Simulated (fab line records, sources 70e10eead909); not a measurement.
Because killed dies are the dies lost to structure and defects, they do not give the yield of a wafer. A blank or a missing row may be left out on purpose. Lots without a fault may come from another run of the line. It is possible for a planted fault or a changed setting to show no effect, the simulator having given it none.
Which tool did it? | flow nand harc | 23 lots, 69 wafers sampled, at 1 step of a route of 1302

## WHAT EACH GAUGE READ, for each wafer
NHARC_P_CONTACT_INSPECT_14.
lot  | measured     | on                | raw defect count
L074 | day 5 17:58  | defect inspect-02 | 1 3 4
L075 | day 6 05:56  | defect inspect-01 | 2 4 9
L076 | day 7 03:28  | defect inspect-02 | 7 5 4
L077 | day 7 08:44  | defect inspect-01 | 5 6 1
L078 | day 7 12:27  | defect inspect-01 | 5 6 3
L079 | day 8 03:31  | defect inspect-01 | 7 5 7
L080 | day 8 14:31  | defect inspect-01 | 1 1 4
L081 | day 8 15:25  | defect inspect-01 | 2 2 1
L083 | day 9 11:02  | defect inspect-02 | 5 4 5
L082 | day 9 11:45  | defect inspect-01 | 3 4 1
L084 | day 9 23:34  | defect inspect-02 | 1 3 1
L085 | day 10 16:27 | defect inspect-01 | 7 5 3
L086 | day 10 20:53 | defect inspect-02 | 2 2 2
L088 | day 11 22:52 | defect inspect-02 | 1 1 3
L087 | day 11 23:29 | defect inspect-01 | 5 4 4
L090 | day 12 13:31 | defect inspect-01 | 4 1 3
L091 | day 13 00:40 | defect inspect-01 | 3 4 1
L092 | day 13 05:22 | defect inspect-01 | 3 4 4
L093 | day 14 01:02 | defect inspect-01 | 5 5 2
L094 | day 14 07:44 | defect inspect-01 | 9 11 4
L095 | day 14 22:34 | defect inspect-02 | 2 2 3
L096 | day 15 01:26 | defect inspect-01 | 5 5 6
L097 | day 15 09:56 | defect inspect-02 | 2 5 2

## WHAT TOOL EACH LOT RAN ON (gives the tool, then ch and the chambers of the sampled wafers, and finally the start)
The record shows no process step preceding these readings.

## AS READ BY THE TOOLS THEMSELVES (means over the sampled wafers that have a number; for cases with no such wafer, the mark the record gives instead)
The record holds no such reading with a usual standard deviation.

## THE ANSWER, worked out from the rows above alone
Rule: usual is defined by the lots themselves. Put in order of their means at a reading, lots are off if they are a third of the lots or fewer, leave a main group of 4 or more, and stand apart from it by a gap of 3 or more times the standard deviation of the main group's means; of several such gaps the widest counts. Not used: any main group whose means are identical at the precision the tables above print for the reading. Also off: a lot with no number at a reading for which 4 or more lots have one. Any other lot the step has rows for is counted as sound. After the gauges, taken in route order, come the tools' own readings; for these a lot's mean is taken, as printed above. The first step at which some lot is off is used, and at that step the reading that is off furthest; a lot without a number counts as furthest.
No lot is off on any of the readings shown, so nothing can be concluded from this.

## WHAT HAD BEEN PUT IN BY THE SIMULATOR
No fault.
